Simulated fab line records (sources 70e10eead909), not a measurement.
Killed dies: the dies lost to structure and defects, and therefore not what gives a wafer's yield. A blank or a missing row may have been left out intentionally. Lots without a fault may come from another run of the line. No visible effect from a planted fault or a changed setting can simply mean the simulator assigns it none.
Chamber matching || flow nand harc || pecvd-02 running NHARC_A_M1_PRE_CLEAN_32: 3 sister chambers
The step time 12 s. 6 wafers are shown with their chamber, then 7 later ones without.

## WAFERS, EACH WITH ITS CHAMBER
{"wafer": "L249.3", "chamber": 1, "rf fwd power W (W)": 293.6, "heater power w (W)": 650}
{"wafer": "L250.5", "chamber": 1, "rf fwd power W (W)": 293.4, "heater power w (W)": 731}
{"wafer": "L256.1", "chamber": 0, "rf fwd power W (W)": 294.0, "heater power w (W)": 629}
{"wafer": "L256.6", "chamber": 0, "rf fwd power W (W)": 293.4, "heater power w (W)": 637}
{"wafer": "L257.3", "chamber": 2, "rf fwd power W (W)": 291.9, "heater power w (W)": 654}
{"wafer": "L257.4", "chamber": 2, "rf fwd power W (W)": 292.5, "heater power w (W)": 670}

## WAFERS WITH NO CHAMBER GIVEN
{"wafer": "L257.5", "rf fwd power W (W)": 291.5, "heater power w (W)": 799}
{"wafer": "L259.1", "rf fwd power W (W)": 293.0, "heater power w (W)": 633}
{"wafer": "L259.3", "rf fwd power W (W)": 292.2, "heater power w (W)": 717}
{"wafer": "L259.6", "rf fwd power W (W)": 292.9, "heater power w (W)": 648}
{"wafer": "L264.1", "rf fwd power W (W)": 292.3, "heater power w (W)": 684}
{"wafer": "L264.4", "rf fwd power W (W)": 293.3, "heater power w (W)": 612}
{"wafer": "L264.5", "rf fwd power W (W)": 291.8, "heater power w (W)": 681}

## WHICH CHAMBER EACH ONE RAN IN
{"wafer": "L257.5", "from the rows above": "can't be placed: 2 or 1", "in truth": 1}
{"wafer": "L259.1", "from the rows above": "can't be placed: 0 or 1 or 2", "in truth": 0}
{"wafer": "L259.3", "from the rows above": 2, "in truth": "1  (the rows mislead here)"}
{"wafer": "L259.6", "from the rows above": "can't be placed: 2 or 1 or 0", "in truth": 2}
{"wafer": "L264.1", "from the rows above": 2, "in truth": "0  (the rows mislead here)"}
{"wafer": "L264.4", "from the rows above": "can't be placed: 0 or 1", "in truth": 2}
{"wafer": "L264.5", "from the rows above": 2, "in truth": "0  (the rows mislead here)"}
Placed correctly: 0 of 7. Can't be placed from these rows: 4 (the true chamber is among the candidates in 3). Placed wrongly: 3.
How it was worked out, from the rows above alone: a wafer's distance from a chamber is the root of the sum, over the readings, of the square of ((its reading less the chamber's mean) divided by the reading's scatter). If the next closest chamber is less than 2 further off than the closest, the wafer can't be placed; otherwise it belongs to the closest. A chamber's mean is the mean of its shown wafers. The scatter is the square root of a quotient: the sum, over the shown wafers, of each reading's squared deviation from its chamber's mean, divided by wafers minus chambers.
